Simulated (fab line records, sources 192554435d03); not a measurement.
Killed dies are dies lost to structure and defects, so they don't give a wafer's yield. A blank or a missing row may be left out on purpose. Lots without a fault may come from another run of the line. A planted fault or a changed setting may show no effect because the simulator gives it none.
Split-lot experiment | flow n5_finfet | 7 lots, 21 wafers read, on a route of 1938 steps

THE SPLIT
At N5_BEOL_M13_COAT_65 (time 60 s, resist thk 350 nm), the setting spin_rpm was moved away from the recipe's 1500 rpm on 4 of the 21 wafers read, by -6.7% to +7.6%. The other wafers ran this setting at the recipe's value.

The reading is taken at the split's own step.

THE READING
SOC_of_BEOL_M13_COAT_65.thk_nm (the simulator's own value, which no gauge read), in nm, at N5_BEOL_M13_COAT_65 (time 60 s, resist thk 350 nm). The file gives no usual value for it. The 17 wafers here that ran the recipe average 350.6 nm, standard deviation 0.87 nm.

wafer  | tool, chamber at the split | spin_rpm as run, rpm | against the recipe | SOC_of_BEOL_M13_COAT_65.thk_nm, nm | against lot-mates on the recipe
L076.1 | litho_track-03, 0          | 1500                 | recipe             | 351.2                              | -
L076.2 | litho_track-03, 0          | 1400                 | -6.7%              | 362.2                              | +11.6
L076.4 | litho_track-03, 0          | 1500                 | recipe             | 350                                | -
L083.1 | litho_track-02, 0          | 1614                 | +7.6%              | 336.8                              | -13.2
L083.3 | litho_track-02, 0          | 1500                 | recipe             | 350                                | -
L083.4 | litho_track-02, 0          | 1614                 | +7.6%              | 337.4                              | -12.6
L088.3 | litho_track-03, 0          | 1500                 | recipe             | 349.6                              | -
L088.5 | litho_track-03, 0          | 1500                 | recipe             | 350                                | -
L088.6 | litho_track-03, 0          | 1500                 | recipe             | 350                                | -
L089.1 | litho_track-05, 0          | 1500                 | recipe             | 351.6                              | -
L089.2 | litho_track-05, 0          | 1500                 | recipe             | 351.4                              | -
L089.5 | litho_track-05, 0          | 1500                 | recipe             | 351                                | -
L090.1 | litho_track-03, 0          | 1500                 | recipe             | 349.2                              | -
L090.3 | litho_track-03, 0          | 1500                 | recipe             | 349.4                              | -
L090.4 | litho_track-03, 0          | 1613                 | +7.5%              | 337.6                              | -11.7
L093.1 | litho_track-05, 0          | 1500                 | recipe             | 352.2                              | -
L093.3 | litho_track-05, 0          | 1500                 | recipe             | 350.6                              | -
L093.5 | litho_track-05, 0          | 1500                 | recipe             | 352                                | -
L096.1 | litho_track-03, 0          | 1500                 | recipe             | 350                                | -
L096.2 | litho_track-03, 0          | 1500                 | recipe             | 350.8                              | -
L096.3 | litho_track-03, 0          | 1500                 | recipe             | 350.8                              | -

THE FIT
A straight line over all 21 wafers: SOC_of_BEOL_M13_COAT_65.thk_nm changes by -1.75 nm for each +1% of spin_rpm; r = -0.99; the points scatter about the line by 0.83 nm.
The same after taking each lot's own level away (the mean of its wafers on the recipe; 21 wafers): -1.67 nm for each +1%; r = -1.00; scatter 0.47 nm.
On that fit, the largest move of spin_rpm shifts the reading by 13 nm.
The lots' own levels span 349.30 to 351.60 nm, that is 2.6 times the standard deviation above.
So the lot-to-lot level changes the slope little: the two slopes agree.
Check: with one of the wafers moved furthest among these (+7.6%) left out of the fit, the line predicts -12.5 nm for it against its lot-mates. It came out at -13.2 nm against them.

OTHER SPLITS ON THESE WAFERS
These wafers also went through other splits before the reading. Each is held against what the fit with the lots' levels taken away leaves over:
other split on the same wafers | wafers away from the commonest value | r with SOC_of_BEOL_M13_COAT_65.thk_nm (lot level and that fit taken away)
N5_BEOL_M12_ILD_DEP_00 time_s  | 8                                    | +0.05
N5_BEOL_M12_EXPOSE_07 dose_mj  | 6                                    | -0.39

THE FILE'S OWN FIT
SOC_of_BEOL_M13_COAT_65.thk_nm changes by -1.66 nm for each +1% of spin_rpm, r = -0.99.
